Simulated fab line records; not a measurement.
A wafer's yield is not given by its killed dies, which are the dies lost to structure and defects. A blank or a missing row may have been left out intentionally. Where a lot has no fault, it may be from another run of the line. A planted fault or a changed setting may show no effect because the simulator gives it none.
fab line records    flow n5Finfet    part 1 of 2: steps 1 to 4 of 6
[record] lots = 23  wafers = 69  lastDay = 19
route steps=1938 shown BEOL_M0@726 BEOL_M1@770
lots untouched by any fault: they come from a run of this same line in which no faults occurred
startH: hours from the record's first day to the start of the lot's first wafer shown    waitH: time in hours since the lot's previous step    " identical to the entry in the row above    L1.1+2: a row that stands for several wafers    - either no value or no given start    * or withheld: withheld    < > ~ a bound
route shown NAME@n: names a module that has steps shown in the file, with the first one's number in the route    usual: the fault-free wafers' mean and standard deviation    same: alike in all rows    chamber/n: place in a boat    sites: each site's reading    _std_site: standard deviation of those values    _edge_site: mean of outer sites minus mean of inner sites    radiusMm: for every site, how far away it sits from the centre of the wafer    mask NAME#n: copy n    behind: the last tool/chamber to shape the wafer    hold: reason for holding the lot/hours on hold/outcome of the hold    device: transistor that didn't switch, given as n, p or np    end of line: the tests these same wafers got at the end of their route    a step given without rows: its recipe and nothing more    killed: at the first sort, the dies lost to defects and structure; wafer yield is something else    map: the dies of a wafer, with x for killed, . for not killed, _ for no die there
set.NAME: the setting as run; set.NAME@STEP: as run at that earlier step    model.NAME: the simulator's own value behind a step, which no gauge read
steps of the route over a sample of lots; a table a step, a row a wafer
services: when a tool's chamber went out of use (startH, in hours from the record's first day, below 0 if earlier), for how many hours, and the reason
[[steps]]
[step N5_BEOL_M0_ETCH_109]
[recipe] chemistry = CH3F/O2  targetDepthA = 80  overetchA = 24  target = SiCN  timeS = 27.4  ionEnergyEv = 120  pressureMtorr = 30  sourceW = 395  biasW = 75  Ar_flow_sccm = 150  CH3F_flow_sccm = 30  O2_flow_sccm = 20
[usual] drypumpMotorCurrentA = 5.5/0.41  oesProductAu = 0.72/0.073  rfVppV = 297.4/1.6  showerheadPlenumPTorr = 2.01/0.072  throttleValvePct = 16.25/0.21
lot.wafer  tool        chamber  startH  waitH  drypumpMotorCurrentA  oesProductAu  rfHoursCounterH  rfVppV  showerheadPlenumPTorr  throttleValvePct
L074.2     rieDiel-04  3        123.03  0.0    5.8                   0.58          249              295.3   1.88                   16.69
L074.3     "           2        "       "      5.4                   0.71          70               297.4   2.03                   15.98
L074.5     "           2        "       "      5.5                   0.71          -                296.7   2.03                   15.99
L075.1     rieDiel-01  1        127.38  0.0    5.2                   0.60          238              299.2   2.05                   16.46
L075.2     "           2        "       "      6.0                   0.61          216              295.3   1.90                   16.49
L075.6     "           2        "       "      6.0                   0.60          -                295.0   1.90                   16.50
L076.1     rieDiel-04  1        133.91  0.0    6.5                   0.76          32               296.2   1.96                   16.49
L076.3     "           2        "       "      5.4                   0.72          75               296.6   2.03                   16.00
L076.6     "           2        "       "      5.4                   0.72          -                297.5   2.03                   16.01
L077.1     rieDiel-04  2        134.23  0.0    5.4                   0.71          75               296.2   2.03                   15.99
L077.4     "           2        "       "      5.4                   0.71          -                298.2   2.03                   15.98
L077.5     "           1        "       "      6.5                   0.75          -                296.9   1.96                   16.51
L078.1     rieDiel-03  2        138.05  0.0    5.6                   0.67          110              296.1   1.93                   16.40
L078.3     "           3        "       "      5.4                   0.70          77               300.8   2.10                   16.07
L078.5     "           2        "       "      5.6                   0.67          -                296.3   1.93                   16.40
L079.1     rieDiel-03  0        147.16  0.0    5.4                   0.68          125              295.9   1.93                   16.31
L079.4     "           3        "       "      5.5                   0.70          -                298.9   2.10                   16.08
L079.6     "           2        "       "      5.6                   0.67          -                297.1   1.93                   16.41
L080.2     rieDiel-01  2        152.87  0.1    6.0                   0.58          228              295.4   1.90                   16.51
L080.5     "           1        "       "      5.2                   0.59          -                297.7   2.05                   16.47
L080.6     "           0        "       "      5.5                   0.81          -                295.9   1.98                   16.18
L081.1     rieDiel-01  0        160.70  0.0    5.5                   0.80          6                296.8   1.98                   16.18
L081.3     "           2        "       "      6.0                   0.59          232              294.5   1.90                   16.52
L081.6     "           2        "       "      5.9                   0.59          -                296.0   1.89                   16.53
L082.2     rieDiel-03  0        163.55  0.0    5.3                   0.66          127              295.1   1.93                   16.30
L082.4     "           1        "       "      5.3                   0.77          30               301.0   2.14                   15.95
L082.5     "           1        "       "      5.3                   0.77          -                299.4   2.14                   15.94
L083.1     rieDiel-03  3        168.52  0.2    5.5                   0.68          87               299.3   2.10                   16.08
L083.4     "           2        "       "      5.6                   0.66          120              294.7   1.93                   16.43
L083.5     "           3        "       "      5.4                   0.70          -                299.7   2.10                   16.09
L084.1     rieDiel-01  0        178.69  0.0    5.5                   0.77          14               296.2   1.97                   16.20
L084.5     "           1        "       "      5.2                   0.84          -                299.1   2.05                   16.03
L084.6     "           2        "       "      5.9                   0.61          -                295.4   1.89                   16.54
L085.1     rieDiel-01  1        184.54  0.1    5.3                   0.80          3                298.6   2.05                   16.04
L085.4     "           0        "       "      5.5                   0.76          -                296.8   1.97                   16.19
L085.5     "           2        "       "      5.9                   0.58          -                294.0   1.89                   16.54
L086.1     rieDiel-04  3        189.09  0.2    5.9                   0.79          13               299.3   2.13                   16.26
L086.2     "           2        "       "      5.4                   0.69          98               298.1   2.02                   16.05
L086.4     "           2        "       "      5.4                   0.70          -                298.4   2.02                   16.02
L087.1     rieDiel-01  2        197.49  0.1    5.9                   0.58          247              295.3   1.89                   16.55
L087.5     "           3        "       "      5.0                   0.75          -                297.6   2.04                   16.05
L087.6     "           2        "       "      5.9                   0.58          -                295.4   1.89                   16.55
L088.2     rieDiel-01  2        200.46  0.0    6.0                   0.58          248              295.2   1.89                   16.55
L088.3     "           3        "       "      4.9                   0.76          37               297.9   2.04                   16.08
L088.5     "           3        "       "      4.9                   0.77          -                299.3   2.04                   16.05
L089.1     rieDiel-04  0        227.23  0.0    5.1                   0.79          3                295.2   1.97                   16.25
L089.3     "           3        "       "      5.8                   0.76          24               299.9   2.12                   16.27
L089.4     "           1        "       "      6.5                   0.72          67               295.6   1.95                   16.55
L090.4     rieDiel-01  0        229.61  0.0    5.5                   0.75          33               296.2   1.97                   16.23
L090.5     "           2        "       "      5.9                   0.85          -                300.6   2.14                   16.18
L090.6     "           3        "       "      5.0                   0.76          -                297.4   2.03                   16.09
L091.1     rieDiel-03  1        229.73  0.0    5.3                   0.73          50               299.0   2.13                   15.99
L091.2     "           0        "       "      5.4                   0.64          146              296.6   1.92                   16.35
L091.4     "           2        "       "      5.6                   0.63          138              297.3   1.92                   16.46
L093.2     rieDiel-01  0        233.89  0.1    5.5                   0.73          35               297.5   1.97                   16.22
L093.3     "           3        "       "      4.9                   0.75          50               297.4   2.03                   16.10
L093.5     "           0        "       "      5.5                   0.73          -                296.4   1.97                   16.24
L095.1     rieDiel-04  1        234.61  0.0    6.5                   0.70          68               296.3   1.95                   16.55
L095.3     "           3        "       "      5.9                   0.77          25               300.8   2.12                   16.27
L095.5     "           0        "       "      5.1                   0.81          -                297.2   1.97                   16.28
L092.4     rieDiel-01  1        234.71  0.0    5.2                   0.77          22               298.3   2.04                   16.07
L092.5     "           1        "       "      5.2                   0.76          -                298.7   2.04                   16.09
L092.6     "           0        "       "      5.5                   0.74          -                297.7   1.97                   16.24
L096.1     rieDiel-01  1        250.97  0.0    5.2                   0.74          27               299.3   2.04                   16.09
L096.5     "           3        "       "      4.9                   0.74          -                297.8   2.03                   16.10
L096.6     "           0        "       "      5.5                   0.74          -                296.9   1.96                   16.27
L097.1     rieDiel-04  0        259.62  0.8    5.1                   0.76          13               295.0   1.97                   16.27
L097.3     "           1        "       "      6.5                   0.71          76               297.1   1.95                   16.57
L097.5     "           2        "       "      5.4                   0.68          -                297.6   2.01                   16.07
[step N5_BEOL_M0_ANNEAL_119]
[recipe] tempC = 225  timeS = 90  ambient = N2
[usual] wafer_temp_C_max = 226.2/0.32
lot.wafer  tool          chamber  startH  waitH  wafer_temp_C_max
L074.2     rtpAnneal-02  0        125.74  0.1    226.4
L074.3     "             0        "       "      226.3
L074.5     "             0        "       "      226.1
L075.1     rtpAnneal-01  0        128.91  0.2    226.1
L075.2     "             0        "       "      226.4
L075.6     "             0        "       "      226.3
L076.1     rtpAnneal-02  0        135.43  0.1    226.4
L076.3     "             0        "       "      226.2
L076.6     "             0        "       "      226.1
L077.1     rtpAnneal-02  0        135.70  0.3    226.0
L077.4     "             0        "       "      226.6
L077.5     "             0        "       "      226.1
L078.1     rtpAnneal-01  0        139.62  0.1    226.3
L078.3     "             0        "       "      225.8
L078.5     "             0        "       "      225.8
L079.1     rtpAnneal-02  0        149.12  0.1    226.2
L079.4     "             0        "       "      226.6
L079.6     "             0        "       "      226.3
L080.2     rtpAnneal-01  0        155.35  0.4    226.1
L080.5     "             0        "       "      226.0
L080.6     "             0        "       "      226.0
L081.1     rtpAnneal-02  0        163.18  0.7    226.6
L081.3     "             0        "       "      226.2
L081.6     "             0        "       "      226.1
L082.2     rtpAnneal-01  0        165.95  0.1    226.1
L082.4     "             0        "       "      226.0
L082.5     "             0        "       "      226.2
L083.1     rtpAnneal-01  0        170.04  0.1    225.8
L083.4     "             0        "       "      225.4
L083.5     "             0        "       "      225.9
L084.1     rtpAnneal-02  0        181.63  0.4    225.7
L084.5     "             0        "       "      226.0
L084.6     "             0        "       "      225.9
L085.1     rtpAnneal-02  0        188.24  0.1    226.2
L085.4     "             0        "       "      226.3
L085.5     "             0        "       "      226.3
L086.1     rtpAnneal-02  0        192.62  0.4    226.7
L086.2     "             0        "       "      226.4
L086.4     "             0        "       "      227.3
L087.1     rtpAnneal-02  0        200.09  0.1    226.3
L087.5     "             0        "       "      226.5
L087.6     "             0        "       "      226.3
L088.2     rtpAnneal-02  0        202.03  0.1    226.5
L088.3     "             0        "       "      226.5
L088.5     "             0        "       "      226.5
L089.1     rtpAnneal-01  0        231.08  0.1    226.3
L089.3     "             0        "       "      225.9
L089.4     "             0        "       "      225.8
L090.4     rtpAnneal-01  0        232.83  0.2    226.2
L090.5     "             0        "       "      226.2
L090.6     "             0        "       "      226.1
L091.1     rtpAnneal-01  0        233.23  0.1    226.1
L091.2     "             0        "       "      226.1
L091.4     "             0        "       "      226.3
L093.2     rtpAnneal-02  0        235.82  0.3    226.1
L093.3     "             0        "       "      226.1
L093.5     "             0        "       "      226.5
L095.1     rtpAnneal-01  0        237.55  0.5    226.2
L095.3     "             0        "       "      225.9
L095.5     "             0        "       "      226.5
L092.4     rtpAnneal-02  0        237.77  0.6    226.4
L092.5     "             0        "       "      226.2
L092.6     "             0        "       "      225.8
L096.1     rtpAnneal-02  0        253.99  0.1    225.7
L096.5     "             0        "       "      226.4
L096.6     "             0        "       "      226.1
L097.1     rtpAnneal-02  0        261.80  0.1    226.8
L097.3     "             0        "       "      226.5
L097.5     "             0        "       "      226.4
[step N5_BEOL_M1_ETCH_64]
[recipe] chemistry = N2/H2  target = SOC  targetDepthA = 750  overetchA = 150  maskMaterial = SiARC  tempC = 40  timeS = 112.5  ionEnergyEv = 200  pressureMtorr = 30  sourceW = 840  biasW = 150  n2FlowSccm = 200  h2FlowSccm = 200
[usual] drypumpMotorCurrentA = 5.7/0.44  h2FlowSccm = 200.1/0.59  oesProductAu = 0.61/0.056  rfVppV = 524.0/1.9  showerheadPlenumPTorr = 2.55/0.066  throttleValvePct = 17.87/0.23
lot.wafer  tool        chamber  startH  waitH  drypumpMotorCurrentA  h2FlowSccm  oesProductAu  rfHoursCounterH  rfVppV  showerheadPlenumPTorr  throttleValvePct
L074.2     rieDiel-05  1        127.78  0.0    5.6                   199.3       0.57          197              525.6   2.63                   17.74
L074.3     "           2        "       "      6.2                   199.3       0.68          44               525.0   2.61                   17.54
L074.5     "           0        "       "      5.2                   200.4       0.67          -                522.0   2.45                   17.19
L075.1     rieDiel-02  1        130.72  0.0    5.6                   199.7       0.69          29               522.5   2.50                   17.82
L075.2     "           2        "       "      6.0                   199.9       0.61          141              523.9   2.55                   17.71
L075.6     "           3        "       "      5.6                   201.6       0.53          -                523.7   2.51                   18.15
L076.1     rieDiel-06  0        137.60  0.0    5.2                   199.3       0.64          99               522.2   2.47                   18.05
L076.3     "           3        "       "      5.7                   199.9       0.59          171              526.6   2.64                   17.91
L076.6     "           0        "       "      5.2                   199.7       0.64          -                522.2   2.47                   18.05
L077.1     rieDiel-06  0        137.83  0.0    5.2                   199.2       0.63          99               520.7   2.47                   18.05
L077.4     "           2        "       "      5.7                   200.4       0.60          165              527.0   2.64                   17.92
L077.5     "           2        "       "      5.6                   200.4       0.60          -                525.3   2.64                   17.90
L078.1     rieDiel-02  3        141.55  0.0    5.6                   199.7       0.53          248              522.6   2.51                   18.15
L078.3     "           2        "       "      6.1                   200.9       0.60          144              524.2   2.55                   17.72
L078.5     "           3        "       "      5.6                   200.1       0.53          -                522.2   2.51                   18.17
L079.1     rieDiel-05  2        150.96  0.0    6.2                   200.1       0.67          51               523.4   2.61                   17.55
L079.4     "           1        "       "      5.6                   200.2       0.57          204              526.0   2.63                   17.74
L079.6     "           2        "       "      6.2                   200.1       0.68          -                525.0   2.61                   17.56
L080.2     rieDiel-05  0        160.75  0.0    5.3                   199.8       0.67          76               522.0   2.45                   17.24
L080.5     "           2        "       "      6.2                   199.9       0.67          -                526.6   2.61                   17.56
L080.6     "           1        "       "      5.6                   200.0       0.57          -                526.2   2.63                   17.75
L081.1     rieDiel-02  1        165.57  0.0    5.6                   200.5       0.67          40               522.9   2.50                   17.85
L081.3     "           2        "       "      6.0                   200.1       0.60          152              524.1   2.55                   17.73
L081.6     "           0        "       "      5.1                   199.8       0.57          -                527.1   2.61                   18.11
L082.2     rieDiel-05  2        169.43  0.0    6.2                   200.1       0.66          57               524.9   2.61                   17.55
L082.4     "           0        "       "      5.2                   200.8       0.66          80               521.4   2.45                   17.23
L082.5     "           3        "       "      5.1                   200.4       0.55          -                522.3   2.49                   18.08
L083.1     rieDiel-06  0        172.66  0.0    5.2                   198.9       0.63          107              522.4   2.46                   18.05
L083.4     "           3        "       "      5.7                   200.1       0.58          180              526.2   2.63                   17.92
L083.5     "           3        "       "      5.7                   200.4       0.57          -                525.3   2.63                   17.91
L084.1     rieDiel-06  0        185.27  0.0    5.2                   198.9       0.63          111              519.4   2.46                   18.07
L084.5     "           1        "       "      6.5                   200.2       0.54          -                523.6   2.53                   18.06
L084.6     "           0        "       "      5.2                   199.5       0.63          -                521.0   2.46                   18.06
L085.1     rieDiel-06  2        191.69  0.0    5.6                   199.2       0.60          178              525.6   2.64                   17.94
L085.4     "           1        "       "      6.6                   200.0       0.54          229              523.6   2.53                   18.06
L085.5     "           2        "       "      5.6                   199.6       0.59          -                527.0   2.64                   17.93
L086.1     rieDiel-06  0        198.23  0.0    5.2                   199.4       0.62          114              522.8   2.46                   18.08
L086.2     "           3        "       "      5.7                   199.2       0.58          186              526.9   2.63                   17.92
L086.4     "           1        "       "      6.6                   200.7       0.54          230              524.6   2.53                   18.07
L087.1     rieDiel-02  1        203.91  0.0    5.7                   199.6       0.67          53               522.6   2.49                   17.86
L087.5     "           1        "       "      5.6                   199.8       0.67          -                522.3   2.49                   17.88
L087.6     "           2        "       "      6.0                   200.5       0.60          -                524.1   2.54                   17.78
L088.2     rieDiel-02  1        204.75  0.0    5.6                   199.9       0.66          53               521.6   2.49                   17.86
L088.3     "           3        "       "      5.6                   199.9       0.74          5                523.4   2.50                   17.69
L088.5     "           0        "       "      5.1                   200.2       0.56          -                526.1   2.61                   18.14
L089.1     rieDiel-05  2        233.95  0.0    6.2                   199.3       0.64          71               525.4   2.60                   17.57
L089.3     "           0        "       "      5.2                   200.7       0.65          93               522.5   2.44                   17.25
L089.4     "           1        "       "      5.6                   200.5       0.56          -                525.7   2.62                   17.80
L090.4     rieDiel-06  1        234.95  0.0    6.5                   200.4       0.53          239              521.9   2.52                   18.09
L090.5     "           1        "       "      6.6                   200.1       0.53          -                522.6   2.52                   18.09
L090.6     "           0        "       "      5.1                   199.5       0.62          -                522.6   2.46                   18.09
L091.1     rieDiel-02  2        235.19  0.0    6.0                   200.2       0.59          174              523.8   2.54                   17.79
L091.2     "           3        "       "      5.6                   200.0       0.72          13               524.1   2.50                   17.69
L091.4     "           2        "       "      6.0                   199.8       0.59          -                524.8   2.54                   17.76
L093.2     rieDiel-02  1        237.91  0.0    5.6                   200.4       0.65          64               521.9   2.49                   17.88
L093.3     "           3        "       "      5.6                   200.0       0.72          15               522.0   2.50                   17.70
L093.5     "           2        "       "      6.0                   200.3       0.58          -                523.7   2.54                   17.79
L095.1     rieDiel-05  0        240.51  0.0    5.2                   198.9       0.65          96               520.2   2.44                   17.28
L095.3     "           1        "       "      5.6                   199.3       0.56          227              527.1   2.62                   17.78
L095.5     "           1        "       "      5.6                   200.3       0.56          -                525.5   2.62                   17.80
L092.4     rieDiel-02  3        240.77  0.1    5.6                   200.3       0.71          -                522.1   2.50                   17.71
L092.5     "           1        "       "      5.7                   199.8       0.65          -                521.3   2.49                   17.88
L092.6     "           2        "       "      6.1                   199.6       0.59          -                521.6   2.54                   17.78
L096.1     rieDiel-06  3        256.36  0.0    5.7                   200.6       0.57          202              527.4   2.62                   17.95
L096.5     "           0        "       "      5.2                   201.5       0.61          -                522.1   2.45                   18.10
L096.6     "           1        "       "      6.5                   200.7       0.53          -                524.2   2.52                   18.08
L097.1     rieDiel-06  2        267.82  0.0    5.7                   200.2       0.58          198              527.5   2.63                   17.95
L097.3     "           3        "       "      5.6                   199.3       0.57          205              526.3   2.62                   17.98
L097.5     "           2        "       "      5.7                   200.1       0.58          -                526.3   2.63                   17.98
[step N5_BEOL_M1_CD_MEAS_28]
[recipe] landingEnergyEv = 500  detector = seInlens  targetCdYNm = 23.3
[usual] cdNm = 23.99/0.23
lot.wafer  tool      chamber  startH  waitH  cdNm
L074.2     cdSem-03  0        128.58  -      23.84
L074.3     "         0        "       "      23.98
L074.5     "         0        "       "      23.71
L075.1     cdSem-01  0        131.51  -      23.73
L075.2     "         0        "       "      23.97
L075.6     "         0        "       "      24.04
L076.1     cdSem-01  0        138.42  -      23.81
L076.3     "         0        "       "      23.89
L076.6     "         0        "       "      23.91
L077.1     cdSem-03  0        138.62  -      24.29
L077.4     "         0        "       "      24.17
L077.5     "         0        "       "      23.98
L078.1     cdSem-03  0        142.34  -      24.04
L078.3     "         0        "       "      24.12
L078.5     "         0        "       "      24.28
L079.1     cdSem-02  0        151.62  -      23.95
L079.4     "         0        "       "      24.23
L079.6     "         0        "       "      23.92
L080.2     cdSem-03  0        161.60  -      23.79
L080.5     "         0        "       "      23.88
L080.6     "         0        "       "      23.73
L081.1     cdSem-02  0        166.36  -      24.42
L081.3     "         0        "       "      24.16
L081.6     "         0        "       "      24.10
L082.2     cdSem-03  0        170.25  -      24.02
L082.4     "         0        "       "      23.60
L082.5     "         0        "       "      23.87
L083.1     cdSem-01  0        173.34  -      24.18
L083.4     "         0        "       "      23.97
L083.5     "         0        "       "      23.85
L084.1     cdSem-03  0        186.05  -      23.40
L084.5     "         0        "       "      24.28
L084.6     "         0        "       "      23.95
L085.1     cdSem-03  0        192.35  -      24.34
L085.4     "         0        "       "      24.20
L085.5     "         0        "       "      24.24
L086.1     cdSem-02  0        198.90  -      23.85
L086.2     "         0        "       "      23.79
L086.4     "         0        "       "      24.15
L087.1     cdSem-01  0        204.73  -      24.08
L087.5     "         0        "       "      24.07
L087.6     "         0        "       "      24.09
L088.2     cdSem-01  0        205.41  -      23.81
L088.3     "         0        "       "      23.76
L088.5     "         0        "       "      24.02
L089.1     cdSem-02  0        234.80  -      24.00
L089.3     "         0        "       "      23.82
L089.4     "         0        "       "      23.74
L090.4     cdSem-03  0        235.75  -      23.87
L090.5     "         0        "       "      23.53
L090.6     "         0        "       "      24.11
L091.1     cdSem-02  0        235.99  -      24.16
L091.2     "         0        "       "      23.72
L091.4     "         0        "       "      24.18
L093.2     cdSem-01  0        238.58  -      23.84
L093.3     "         0        "       "      24.14
L093.5     "         0        "       "      23.77
L095.1     cdSem-02  0        241.43  -      23.82
L095.3     "         0        "       "      23.97
L095.5     "         0        "       "      23.82
L092.4     cdSem-03  0        241.61  -      23.68
L092.5     "         0        "       "      23.51
L092.6     "         0        "       "      23.62
L096.1     cdSem-01  0        257.02  -      23.94
L096.5     "         0        "       "      23.87
L096.6     "         0        "       "      24.09
L097.1     cdSem-02  0        268.64  -      24.19
L097.3     "         0        "       "      24.37
L097.5     "         0        "       "      24.29
